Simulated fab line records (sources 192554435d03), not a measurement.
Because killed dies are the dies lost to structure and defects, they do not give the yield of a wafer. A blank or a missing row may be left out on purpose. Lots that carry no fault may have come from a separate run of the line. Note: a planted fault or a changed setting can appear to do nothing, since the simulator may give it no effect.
Chamber matching :: flow n5-finfet :: N5_BEOL_M1_CMP_52 on cmp-03 has 4 sister chambers
The step polishes, stops on SiOC, t overpolish 6.8 s, target thk 40 nm. 14 wafers are shown with their chamber, then 7 later ones without.

== EACH WAFER AND ITS CHAMBER ==
wafer: L074.1
chamber: 2
motor-current-A (A): 5.1
time-to-endpoint-s (s): 65
barrier-field-endpoint-s (s): 24.5

wafer: L074.4
chamber: 1
motor-current-A (A): 6.3
time-to-endpoint-s (s): 57
barrier-field-endpoint-s (s): 24.3

wafer: L074.6
chamber: 3
motor-current-A (A): 6.8
time-to-endpoint-s (s): 65
barrier-field-endpoint-s (s): 26.0

wafer: L076.2
chamber: 0
motor-current-A (A): 5.3
time-to-endpoint-s (s): 59
barrier-field-endpoint-s (s): 24.7

wafer: L076.5
chamber: 1
motor-current-A (A): 6.3
time-to-endpoint-s (s): 59
barrier-field-endpoint-s (s): 24.6

wafer: L076.6
chamber: 2
motor-current-A (A): 5.6
time-to-endpoint-s (s): 63
barrier-field-endpoint-s (s): 24.6

wafer: L078.4
chamber: 3
motor-current-A (A): 7.0
time-to-endpoint-s (s): 67
barrier-field-endpoint-s (s): 25.7

wafer: L078.5
chamber: 3
motor-current-A (A): 6.7
time-to-endpoint-s (s): 65
barrier-field-endpoint-s (s): 24.8

wafer: L078.6
chamber: 0
motor-current-A (A): 5.1
time-to-endpoint-s (s): 62
barrier-field-endpoint-s (s): 24.9

wafer: L080.1
chamber: 3
motor-current-A (A): 6.9
time-to-endpoint-s (s): 65
barrier-field-endpoint-s (s): 24.4

wafer: L080.2
chamber: 1
motor-current-A (A): 5.9
time-to-endpoint-s (s): 59
barrier-field-endpoint-s (s): 24.2

wafer: L080.6
chamber: 0
motor-current-A (A): 5.1
time-to-endpoint-s (s): 59
barrier-field-endpoint-s (s): 24.2

wafer: L081.2
chamber: 0
motor-current-A (A): 4.9
time-to-endpoint-s (s): 60
barrier-field-endpoint-s (s): 24.1

wafer: L081.4
chamber: 2
motor-current-A (A): 5.3
time-to-endpoint-s (s): 65
barrier-field-endpoint-s (s): 25.1

SIGNATURES, as means of the wafers listed above
reading: motor-current-A
chamber 0: 5.100
chamber 1: 6.167
chamber 2: 5.333
chamber 3: 6.850
scatter within a chamber: 0.191

reading: time-to-endpoint-s
chamber 0: 60.00
chamber 1: 58.33
chamber 2: 64.33
chamber 3: 65.50
scatter within a chamber: 1.2

reading: barrier-field-endpoint-s
chamber 0: 24.475
chamber 1: 24.367
chamber 2: 24.733
chamber 3: 25.225
scatter within a chamber: 0.493
Rule: a wafer's distance from a chamber is the root of the sum, over the readings, of the square of ((its reading less the chamber's mean) divided by the reading's scatter). If the next closest chamber is less than 2 further off than the closest, the wafer can't be placed; otherwise it belongs to the closest. The scatter: the root of (the sum of the squares of (reading less its chamber's mean) over the shown wafers, divided by (wafers less chambers)).

== WAFERS MISSING THEIR CHAMBER ==
wafer: L081.5
motor-current-A (A): 5.2
time-to-endpoint-s (s): 61
barrier-field-endpoint-s (s): 24.5

wafer: L087.1
motor-current-A (A): 4.9
time-to-endpoint-s (s): 62
barrier-field-endpoint-s (s): 24.5

wafer: L087.4
motor-current-A (A): 5.3
time-to-endpoint-s (s): 58
barrier-field-endpoint-s (s): 24.3

wafer: L087.6
motor-current-A (A): 5.3
time-to-endpoint-s (s): 62
barrier-field-endpoint-s (s): 24.4

wafer: L092.2
motor-current-A (A): 5.1
time-to-endpoint-s (s): 60
barrier-field-endpoint-s (s): 23.8

wafer: L092.3
motor-current-A (A): 7.0
time-to-endpoint-s (s): 62
barrier-field-endpoint-s (s): 24.0

wafer: L092.4
motor-current-A (A): 5.4
time-to-endpoint-s (s): 62
barrier-field-endpoint-s (s): 24.4

== WHICH CHAMBER EACH WENT THROUGH ==
wafer: L081.5
from the rows above: can't be placed: 0 or 2
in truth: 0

wafer: L087.1
from the rows above: can't be placed: 0 or 2
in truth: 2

wafer: L087.4
from the rows above: 0
in truth: 0

wafer: L087.6
from the rows above: can't be placed: 0 or 2
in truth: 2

wafer: L092.2
from the rows above: 0
in truth: 0

wafer: L092.3
from the rows above: can't be placed: 3 or 1
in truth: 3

wafer: L092.4
from the rows above: can't be placed: 2 or 0
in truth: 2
2 of 7 placed correctly. These rows do not allow placing 5 (true chamber among the candidates in 5). Wrongly placed: 0.
